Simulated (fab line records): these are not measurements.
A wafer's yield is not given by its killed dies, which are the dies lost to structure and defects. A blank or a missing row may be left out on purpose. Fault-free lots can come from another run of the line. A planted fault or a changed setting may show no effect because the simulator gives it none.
Problem report in the 8D (eight disciplines) form, filled by code / flow n5Finfet / the parts of the form that need people (team, actions taken, sign-off) are left out

## 1. WHAT IS WRONG
M15_THK at N5_BEOL_M15_THK_MEAS_50 reads a mean of 503 nm on 1 wafer of 1 lot; wafers without a fault read 856 nm with a standard deviation of 17. Relative to the usual mean, that is a shift of -21 standard deviations.
The step: measures by xrf.
Earliest sighting: wafer L541.4 on filmMetro-02 at day 14 07:09. Wafers with a number at this step in the record: 9, from 3 lots. The rule behind "out" and "out of limits": a value lying over 4 standard deviations away from the usual mean. Any other wafer with a number is counted as sound.

## 2. WHAT IT IS; WHAT IT IS NOT
question=which readings at this step | is=M15_THK | is not=-
question=which lots | is=L541 | is not=L534, L552
question=which wafers of those lots | is=L541.4 | is not=L541.1, L541.6
question=read on which gauges | is=filmMetro-02 | is not=filmMetro-01
question=when | is=from day 14 07:09 | is not=up to then (5 sound wafers); but 3 sound wafers of L552 came after

## 3. THE SUSPECTS, EACH WITH WHAT RULES IT OUT
Counting: any tool at a process step up to the reading remains a suspect provided it ran every lot that is out. Sound lots after the first of them don't rule it out here, since some wafers of a struck lot are sound.
- the gauge at N5_BEOL_M15_THK_MEAS_50: ruled out. All the wafers that are out were read on filmMetro-02, but those of them that N5_BEOL_M15_RS_MEAS_54 has rows for are out there too, on other tools.
- rieDiel-03 at N5_BEOL_M15_TRENCH_ETCH_34 (etches SiO2 in C4F8/O2/Ar, target depth 872.93 nm, time 199 s): kept. It ran the lot that is out, L541 (day 14 04:55); its last sound lot up to then is L534 (day 12 21:22).
- rieDiel-03 at N5_BEOL_M15_ETCH_38 (etches SiCN in CF4/N2, target depth 106.4 nm, time 120.5 s): kept. It ran the lot that is out, L541 (day 14 06:51). N5_BEOL_M15_ETCH_38 gives no start for some lots, so the hours and the order of its lots are those of N5_BEOL_M15_CMP_49.
- cmp-03 at N5_BEOL_M15_CMP_49 (polishes, stops on SiO2, t overpolish 4.9 s, target thk 850 nm): kept. It ran the lot that is out, L541 (day 14 06:51); its last sound lot up to then is L534 (day 12 23:54).
- At N5_BEOL_M15_ETCH_38, inside rieDiel-03: chamber 2 took the wafers that are out, while their sound lot-mates went through chambers 0, 1.
Still standing after the count: rieDiel-03 at N5_BEOL_M15_TRENCH_ETCH_34, rieDiel-03 at N5_BEOL_M15_ETCH_38, cmp-03 at N5_BEOL_M15_CMP_49.

## 4. THE CAUSE (what the simulator had put in)
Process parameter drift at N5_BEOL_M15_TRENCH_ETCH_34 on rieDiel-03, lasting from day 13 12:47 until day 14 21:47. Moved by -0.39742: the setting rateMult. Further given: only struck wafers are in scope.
This tool is one of the 3 suspects left after counting.

## 5. THE CHAIN OF EFFECTS, in route order
One row per reading whose mean, taken over the struck wafers that have a number, lies over 3 standard deviations from the usual. Scope: only readings with a usual standard deviation given in the record; hours: median across lots of the time from each lot's start at the first step in this table that gives one to its start at this step; sigmas: change in usual standard deviations.
hours=0; step=N5_BEOL_M15_TRENCH_ETCH_34; reading=oesProductAu; usual=0.78 a.u.; on struck wafers=0.56; change=-0.22; sigmas=-3.2
hours=2; step=N5_BEOL_M15_THK_MEAS_50; reading=M15_THK; usual=856 nm; on struck wafers=503; change=-353; sigmas=-21
hours=2; step=N5_BEOL_M15_RS_MEAS_54; reading=M15_RS; usual=0.0217 ohm/sq; on struck wafers=0.0374; change=+0.0157; sigmas=+48
hours=16; step=N5_PASSIVATION_PROBE_49; reading=sort_bin_8_speed; usual=0.00 %; on struck wafers=1.19; change=+1.19; sigmas=+99 or more
It contains these process steps:
- N5_BEOL_M15_TRENCH_ETCH_34: etches SiO2 in C4F8/O2/Ar, target depth 872.93 nm, time 199 s.
- N5_PASSIVATION_PROBE_49

## 6. WHAT WOULD HAVE CAUGHT IT SOONER
The first out-of-limits reading at a measuring or inspecting step in this record came at day 14 07:09, 18 hours after the fault's start at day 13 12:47.
An alarm limit of 4 standard deviations would not have fired on the tool readings at N5_BEOL_M15_TRENCH_ETCH_34 for which the record gives a usual standard deviation, since none of them was out on any struck wafer.
By day 14 07:09, every lot that is out (1) had started N5_BEOL_M15_TRENCH_ETCH_34 on rieDiel-03. None of them would have been spared by holding the tool at that moment.
